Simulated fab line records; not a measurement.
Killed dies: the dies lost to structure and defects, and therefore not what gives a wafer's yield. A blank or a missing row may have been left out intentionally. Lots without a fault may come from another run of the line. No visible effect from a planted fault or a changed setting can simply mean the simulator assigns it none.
Struck lot and sound lot, side by side ; flow n5 finfet ; 18 out of 1938 route steps
Sound: these wafers, L780.1, L780.3, L780.4. Struck: wafers L795.1, L795.4, L795.5. Last of all comes the cause.
At each step with rows: each side's tool, then ch and its chambers, then its first start. Under that, the readings that differ: sound wafers ; struck wafers ; difference of the means ; sigmas: that difference in standard deviations of wafers without a fault.
alike: words and numbers the same on both sides, and readings whose means are apart by under 2 such deviations; not compared: readings that were withheld, readings missing a value for some wafer, numbers with overlapping values and no deviation given by the record, and bounds like >300 which may hide the same value.
A row with sigmas, a row that says differs or no value, or rows on one side alone: a step with any of these is where the two part. Non-overlapping numbers with no deviation appear without sigmas and do not part them. Lack of a reading on every wafer of one side parts them only where that side has two or more wafers.

first, 1 step without rows for these wafers: N5_BEOL_M15_DESCUM_33 (chemistry O2, time 7.9 s).
N5_BEOL_M15_ETCH_61: etches BARC in N2/H2, target depth 89 nm, overetch 26.7 nm, time 67.9 s.
  sound on rie diel-01 ch 1,3, day 11 17:09; struck on rie diel-01 ch 0,1,2, day 15 07:29
  alike: drypump motor current A, n2 flow sccm, oes product au, rf vpp V, showerhead plenum p Torr, throttle valve pct
  not compared: rf hours counter h
then, 3 steps without rows for these wafers: N5_BEOL_M15_TRENCH_ETCH_34 (etches SiO2 in C4F8/O2/Ar, target depth 872.93 nm, time 199 s); N5_BEOL_M15_STRIP_36 (strips in O2); N5_BEOL_M15_STRIP_62 (strips in O2).
N5_BEOL_M15_STRIP_37: strips in O2.
  sound: rie diel-03 ch 0,1,3; struck: rie diel-05 ch 0,2,3
  alike: drypump motor current A, oes product au, rf vpp V, showerhead plenum p Torr, throttle valve pct
  not compared: rf hours counter h
then, 3 steps without rows for these wafers: N5_BEOL_M15_ETCH_38 (etches SiCN in CF4/N2, target depth 106.4 nm, time 120.5 s); N5_BEOL_M15_PRECLEAN_39 (cleans in residue remover, time 60 s); N5_BEOL_M15_SRD_40 (time 30 s, dry time 30 s).
N5_BEOL_M15_DEGAS_41: time 60 s.
  struck on pvd sputter-02, day 15 10:50; sound on pvd sputter-02, day 11 19:05
  alike: heater power w
N5_BEOL_M15_PRE_CLEAN_42: time 30 s.
  struck on pvd sputter-02, day 15 10:53; sound on pvd sputter-02, day 11 19:08
  alike: heater power w
N5_BEOL_M15_SPUTTER_43: material TaN, target thk 15 nm, time 24.19 s.
  struck on pvd sputter-02, day 15 10:55; sound on pvd sputter-02, day 11 19:11
reading;sound;struck;difference;sigmas
cathode dc power W (W);14997 15001 15002;18745 18742 18752;+3746;+99 or more
model.TaN_of_BEOL_M15_SPUTTER_43.thk nm (nm);15 15 15;18.6 18.6 18.6;+3.6;
  alike: chamber pressure pa, throttle valve pct
N5_BEOL_M15_SPUTTER_44: material Ta, target thk 15 nm, time 24.19 s.
  struck on pvd sputter-02, day 15 11:00; sound on pvd sputter-02, day 11 19:16
  alike: cathode dc power W, chamber pressure pa, throttle valve pct
then, 3 steps without rows for these wafers: N5_BEOL_M15_SPUTTER_45 (material Cu, target thk 100 nm, time 16.67 s); N5_BEOL_M15_ECD_47 (material Cu, target thk 1860 nm); N5_BEOL_M15_ANNEAL_48 (time 90 s).
N5_BEOL_M15_CMP_49: polishes, stops on SiO2, t overpolish 4.9 s, target thk 850 nm.
  sound on cmp-04 ch 0,1,3, day 11 20:47; struck on cmp-01 ch 0,2, day 15 11:46
reading;sound;struck;difference;sigmas
barrier field endpoint s (s);11.69 11.29 11.69;12.43 13.13 12.77;+1.22;+6
  alike: edge zone pressure frac, motor current A
  not compared: pad life wafers
N5_BEOL_M15_THK_MEAS_50: measures by xrf.
  struck on film metro-02, day 15 12:02; sound on film metro-01, day 11 21:05
reading;sound;struck;difference;sigmas
M15_THK (nm);861 868 860;811 809 828;-47;-3

WHERE THEY PART
Earliest at N5_BEOL_M15_SPUTTER_43; latest, in this record, at N5_BEOL_M15_THK_MEAS_50.

WHY: what had been put in by the simulator
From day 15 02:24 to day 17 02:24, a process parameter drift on pvd sputter-02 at N5_BEOL_M15_SPUTTER_43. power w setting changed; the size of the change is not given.
